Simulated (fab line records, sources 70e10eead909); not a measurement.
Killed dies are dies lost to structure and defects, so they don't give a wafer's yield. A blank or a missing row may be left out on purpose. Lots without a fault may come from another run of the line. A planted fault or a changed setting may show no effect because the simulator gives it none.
Chamber matching | flow nand_harc | NHARC_A_BONDPAD_STRIP_15 on rie_diel-09: 4 sister chambers
The step strips in O2. 14 wafers are shown with their chamber, then 7 later ones without.

WAFERS WITH THEIR CHAMBER
wafer  | chamber | drypump_motor_current_A (A) | oes_product_au (a.u.) | throttle_valve_pct (%)
L795.2 | 2       | 5.5                         | 1.001                 | 17.043
L795.3 | 1       | 6.3                         | 0.997                 | 17.022
L795.4 | 0       | 6.5                         | 1.009                 | 17.048
L799.2 | 3       | 5.3                         | 1.016                 | 17.052
L799.3 | 1       | 6.3                         | 1.007                 | 17.035
L799.6 | 0       | 6.6                         | 1.001                 | 17.034
L797.2 | 3       | 5.2                         | 1.016                 | 17.046
L797.3 | 2       | 5.5                         | 0.997                 | 17.040
L797.5 | 1       | 6.3                         | 1.002                 | 17.025
L805.2 | 3       | 5.2                         | 1.020                 | 17.050
L805.3 | 0       | 6.5                         | 0.997                 | 17.043
L805.6 | 1       | 6.3                         | 0.971                 | 17.052
L808.1 | 2       | 5.5                         | 1.013                 | 17.030
L808.4 | 1       | 6.3                         | 0.981                 | 17.051

SIGNATURES (means of the wafers above)
reading                 | chamber 0 | chamber 1 | chamber 2 | chamber 3 | scatter within a chamber
drypump_motor_current_A | 6.533     | 6.300     | 5.500     | 5.233     | 0.0365
oes_product_au          | 1.00233   | 0.99160   | 1.00367   | 1.01733   | 0.0107
throttle_valve_pct      | 17.04167  | 17.03700  | 17.03767  | 17.04933  | 0.01
Rule: a wafer's distance from a chamber is the root of the sum, over the readings, of the square of ((its reading less the chamber's mean) divided by the reading's scatter). The wafer belongs to the nearest chamber; if the next one is less than 2 further off, it can't be placed. The scatter: the root of (the sum of the squares of (reading less its chamber's mean) over the shown wafers, divided by (wafers less chambers)).

WAFERS WITHOUT THEIR CHAMBER
wafer  | drypump_motor_current_A (A) | oes_product_au (a.u.) | throttle_valve_pct (%)
L808.5 | 6.5                         | 0.992                 | 17.044
L807.2 | 5.5                         | 1.009                 | 17.032
L807.3 | 6.3                         | 0.983                 | 17.040
L807.4 | 5.2                         | 1.026                 | 17.044
L811.2 | 6.3                         | 1.000                 | 17.045
L811.3 | 5.5                         | 1.007                 | 17.057
L811.4 | 6.5                         | 1.005                 | 17.046

WHICH CHAMBER EACH WENT THROUGH
wafer  | from the rows above | in truth
L808.5 | 0                   | 0
L807.2 | 2                   | 2
L807.3 | 1                   | 1
L807.4 | 3                   | 3
L811.2 | 1                   | 1
L811.3 | 2                   | 2
L811.4 | 0                   | 0
Placed correctly: 7 of 7. Can't be placed from these rows: 0. Placed wrongly: 0.
